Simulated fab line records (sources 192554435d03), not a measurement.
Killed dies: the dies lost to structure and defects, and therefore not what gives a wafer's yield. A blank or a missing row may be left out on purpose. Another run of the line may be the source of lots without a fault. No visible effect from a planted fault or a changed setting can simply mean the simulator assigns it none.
8D (eight disciplines) problem report, filled in by code / flow n5Finfet / the parts of the form that need people (team, actions taken, sign-off) are left out

## 1. THE PROBLEM
Wafers without a fault read 35, standard deviation 11; killed_at_M0_to_M3 at N5_PASSIVATION_PROBE_49 reads a mean of 122 on 6 wafers belonging to 2 lots. That is +7.9 standard deviations from the usual mean.
The first sign was on wafer L833.1 at day 14 15:29, on prober-01. At this step, 8 wafers from 3 lots have a number in the record. The rule behind "out" and "out of limits": a value lying over 4 standard deviations away from the usual mean. The other wafers with a number count as sound.

## 2. WHAT IT IS; WHAT IT IS NOT
question=which readings at this step; is=killed_at_M0_to_M3; is not=killed_at_M4_up, killedAtContacts, killedAtFrontEnd, killedOpen, sort_bin_8_speed
question=which lots; is=L833, L836; is not=L826
question=which wafers of those lots; is=all that have a number; is not=-
question=read on which tools; is=prober-01, prober-02; is not=-
question=when; is=from day 14 15:29; is not=up to then (2 sound wafers)

## 3. THE SUSPECTS, EACH WITH WHAT RULES IT OUT
Counting: a tool stays on the suspect list if, at a process step up to the reading, it processed all lots that are out and no sound lot following the first of them.
- pvdSputter-03 at N5_BEOL_M2_SPUTTER_81 (material Cu, target thk 4.5 nm, time 8.29 s): kept. It ran every lot that is out, first L833 (day 9 17:55), and no sound lot after that.
- pvdSputter-01 at N5_PASSIVATION_SPUTTER_20 (material TaN, target thk 50 nm): kept. It ran every lot that is out, first L833 (day 14 09:50), and no sound lot after that.
- rieDiel-05 at N5_PASSIVATION_PASS_ETCH_47 (etches SiNx in CF4/O2, target depth 770 nm, time 385 s): kept. It ran every lot that is out, first L833 (day 14 12:28), and no sound lot after that.
Left after counting: pvdSputter-03 at N5_BEOL_M2_SPUTTER_81, pvdSputter-01 at N5_PASSIVATION_SPUTTER_20, rieDiel-05 at N5_PASSIVATION_PASS_ETCH_47.

## 4. THE CAUSE (what the simulator had put in)
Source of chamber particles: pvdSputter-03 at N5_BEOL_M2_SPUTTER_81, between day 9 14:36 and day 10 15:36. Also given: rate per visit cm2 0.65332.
Of the 3 suspects that counting leaves, this tool is one.

## 5. THE CHAIN OF EFFECTS, in route order
Rows list readings where the struck wafers' mean (over those with a number) sits beyond 3 standard deviations from the usual. Only readings whose record carries a usual standard deviation are examined. hours: median over the lots of the time between each lot's start at the first step of this table that gives one and its start at this step. sigmas: the change, counted in usual standard deviations.
hours=0; step=N5_PASSIVATION_PROBE_49; reading=defectLimitedYield; usual=91.1 %; on struck wafers=84.3; change=-6.8; sigmas=-4.5
hours=0; step=N5_PASSIVATION_PROBE_49; reading=killed_at_M0_to_M3; usual=35; on struck wafers=122; change=+86; sigmas=+7.9
hours=0; step=N5_PASSIVATION_PROBE_49; reading=killedDies; usual=105; on struck wafers=185; change=+80; sigmas=+4.5
hours=0; step=N5_PASSIVATION_PROBE_49; reading=killedOnRim; usual=14; on struck wafers=26; change=+12; sigmas=+3.1
hours=0; step=N5_PASSIVATION_PROBE_49; reading=sort_bin_5_function; usual=5.2 %; on struck wafers=9.8; change=+4.6; sigmas=+4.7
hours=0; step=N5_PASSIVATION_PROBE_49; reading=sortNPass; usual=1074; on struck wafers=995; change=-79; sigmas=-4.4
hours=0; step=N5_PASSIVATION_PROBE_49; reading=sortYieldPct; usual=91.0 %; on struck wafers=84.3; change=-6.7; sigmas=-4.5
Here are the process steps it includes:
- N5_PASSIVATION_PROBE_49

## 6. WHAT WOULD HAVE CAUGHT IT SOONER
In this record no reading fell out of limits until day 14 15:29, 121 hours after the fault had begun at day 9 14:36.
An alarm limit of 4 standard deviations would not have fired on the tool readings at N5_BEOL_M2_SPUTTER_81 for which the record gives a usual standard deviation, since none of them was out on any struck wafer.
By day 14 15:29 the whole set of lots that are out, 2 in number, had already begun N5_BEOL_M2_SPUTTER_81 on pvdSputter-03. Had the tool been put on hold then, not one of them would have been saved.
